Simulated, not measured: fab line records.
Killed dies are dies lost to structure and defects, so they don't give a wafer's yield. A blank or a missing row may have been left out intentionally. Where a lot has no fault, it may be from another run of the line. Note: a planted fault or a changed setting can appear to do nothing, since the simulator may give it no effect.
Matching of chambers    flow n5 finfet    rie diel-05 running N5_BEOL_M4_VIA_ETCH_34: 4 sister chambers
The step etches the open film in C4F6/O2, target depth 69.4 nm, time 65.9 s. 18 wafers are shown with their chamber, then 9 later ones without.

WAFERS WITH THEIR CHAMBER
wafer   chamber  drypump motor current A (A)  showerhead plenum p Torr (Torr)  rf vpp V (V)
L077.1  2        5.6                          3.02                             680
L077.3  1        5.6                          2.75                             640
L077.6  0        6.2                          2.77                             645
L078.3  0        6.2                          2.77                             645
L078.4  1        5.7                          2.75                             639
L078.5  1        5.6                          2.75                             639
L074.1  0        6.2                          2.76                             646
L074.5  1        5.6                          2.75                             637
L074.6  2        5.6                          3.02                             679
L079.3  2        5.6                          3.02                             679
L079.4  1        5.7                          2.75                             639
L079.6  1        5.6                          2.75                             637
L084.1  0        6.2                          2.76                             645
L084.2  3        4.6                          3.00                             668
L084.6  2        5.6                          3.01                             678
L090.1  0        6.2                          2.75                             644
L090.4  2        5.6                          3.00                             678
L090.5  0        6.2                          2.75                             644

SIGNATURES (averages over the wafers above)
reading                   chamber 0  chamber 1  chamber 2  chamber 3  scatter within a chamber
drypump motor current A   6.200      5.633      5.600      4.600      0.0309
showerhead plenum p Torr  2.7600     2.7500     3.0140     3.0000     0.00717
rf vpp V                  644.83     638.50     678.80     668.00     0.969
Rule: distance of a wafer from a chamber = root of the sum over the readings of ((wafer's reading minus chamber's mean) / reading's scatter) squared. If the next closest chamber is less than 2 further off than the closest, the wafer can't be placed; otherwise it belongs to the closest. How the scatter is found: for the shown wafers, subtract from each reading the mean of its chamber, square and add these, divide the total by (wafers less chambers), then take the root.

WAFERS MISSING THEIR CHAMBER
wafer   drypump motor current A (A)  showerhead plenum p Torr (Torr)  rf vpp V (V)
L094.1  5.6                          3.00                             679
L094.2  5.7                          2.74                             637
L094.5  6.2                          2.75                             647
L096.2  5.7                          2.73                             639
L096.3  4.6                          2.98                             668
L096.4  6.2                          2.75                             646
L097.2  5.6                          3.00                             680
L097.4  4.6                          2.98                             669
L097.5  5.6                          3.00                             679

CHAMBER TAKEN BY EACH
wafer   from the rows above  in truth
L094.1  2                    2
L094.2  1                    1
L094.5  0                    0
L096.2  1                    1
L096.3  3                    3
L096.4  0                    0
L097.2  2                    2
L097.4  3                    3
L097.5  2                    2
Correctly placed: 9 of 9. Left unplaced by these rows: 0. Placed wrongly: 0.
